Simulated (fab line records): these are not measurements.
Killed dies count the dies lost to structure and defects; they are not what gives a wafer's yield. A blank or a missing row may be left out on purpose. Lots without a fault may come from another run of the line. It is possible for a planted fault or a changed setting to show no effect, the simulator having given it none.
Code-filled problem report in 8D (eight disciplines) form :: flow nand_harc :: the parts of the form that need people (team, actions taken, sign-off) are left out

## 1. PROBLEM STATEMENT
On 2 wafers of 1 lot, raw_defect_count at NHARC_A_ZERO_WELL_INSPECT_17 has a mean of 960; fault-free wafers read 10, standard deviation 5.6. That is +99 or more standard deviations from the usual mean.
First seen on wafer L497.4, day 10 17:46, on defect_inspect-01. The record has a number at this step for 33 wafers belonging to 11 lots. By rule, "out" or "out of limits" means more than 4 standard deviations away from the usual mean. Any other wafer with a number is counted as sound.

## 2. WHAT IT IS AND WHAT IT IS NOT
question: which readings at this step
is: raw_defect_count
is not: -

question: which lots
is: L497
is not: L482, L484, L486, L487, L488, L489, L490, L502, L504, L505

question: which wafers of those lots
is: L497.4, L497.5
is not: L497.1

question: read on which gauges
is: defect_inspect-01
is not: defect_inspect-02

question: when
is: from day 10 17:46
is not: up to then (22 sound wafers); but 9 sound wafers of L502, L504, L505 came after

## 3. THE SUSPECTS, EACH WITH WHAT RULES IT OUT
Counting: a tool at a process step up to the reading stays a suspect if it ran every lot that is out. Sound lots after the first of them don't rule it out here, since some wafers of a struck lot are sound.
- the gauge at NHARC_A_ZERO_WELL_INSPECT_17 is ruled out. All the wafers that are out were read on defect_inspect-01, but those of them that NHARC_END_SORT_01 has rows for are out there too, on other tools.
- pecvd-01 at NHARC_P_BONDPAD_DEP_00 (deposits SiCN, target thk 250 nm): kept. It ran the lot that is out, L497 (day 10 12:26); its last sound lot up to then is L490 (day 8 17:25). With no start given for some of its lots, NHARC_P_BONDPAD_DEP_00 uses the hours and lot order of NHARC_P_BONDPAD_STRIP_15.
- rie_diel-12 at NHARC_P_BONDPAD_STRIP_15 (strips in O2): kept. It ran the lot that is out, L497 (day 10 12:26); its last sound lot up to then is L486 (day 7 11:50).
- rie_diel-08 at NHARC_A_ZERO_WELL_ETCH_19 (etches the open film in N2/H2, target depth 80 nm, overetch 24 nm, time 87.88 s): kept. It ran the lot that is out, L497 (day 10 16:23); its last sound lot up to then is L488 (day 7 10:50).
- At NHARC_A_ZERO_WELL_ETCH_19 on rie_diel-08, chamber 2 took the sound wafers of the same lots and chamber 0 took the wafers that are out.
After the count, these remain: pecvd-01 at NHARC_P_BONDPAD_DEP_00, rie_diel-12 at NHARC_P_BONDPAD_STRIP_15 and rie_diel-08 at NHARC_A_ZERO_WELL_ETCH_19.

## 4. THE CAUSE (what the simulator had put in)
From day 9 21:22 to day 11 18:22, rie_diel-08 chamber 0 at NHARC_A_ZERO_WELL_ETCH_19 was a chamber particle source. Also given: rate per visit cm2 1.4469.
This tool is one of the 3 suspects left after counting.

## 5. THE EFFECT CHAIN, in route order
Rows list readings where the struck wafers' mean (over those with a number) sits beyond 3 standard deviations from the usual. Readings are gone through only where the record gives a usual standard deviation; hours: the median, over the lots, of the time from a lot's start at the first step in this table giving one to that lot's start at this step; sigmas: the change measured in usual standard deviations.
hours: 0
step: NHARC_A_ZERO_WELL_INSPECT_17
reading: raw_defect_count
usual: 10
on struck wafers: 960
change: +950
sigmas: +99 or more

hours: 21
step: NHARC_A_SOURCE_PLATE_INSPECT_08
reading: raw_defect_count
usual: 62
on struck wafers: 1070
change: +1008
sigmas: +36

hours: 305
step: NHARC_END_SORT_01
reading: killed_at_array
usual: 28
on struck wafers: 124
change: +96
sigmas: +8.0

hours: 305
step: NHARC_END_SORT_01
reading: killed_dies
usual: 32
on struck wafers: 126
change: +94
sigmas: +7.9

## 6. HOW IT WOULD HAVE BEEN CAUGHT EARLIER
20 hours passed between the start of the fault at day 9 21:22 and the first reading out of limits at a measuring or inspecting step in this record, taken at day 10 17:46.
No tool reading at NHARC_A_ZERO_WELL_ETCH_19 that has a usual standard deviation in the record was out on any struck wafer, so an alarm limit of 4 standard deviations on those readings would not have fired.
The start of NHARC_A_ZERO_WELL_ETCH_19 on rie_diel-08 came by day 10 17:46 for every one of the lots that are out (1). None of them would have been spared by holding the tool at that moment.
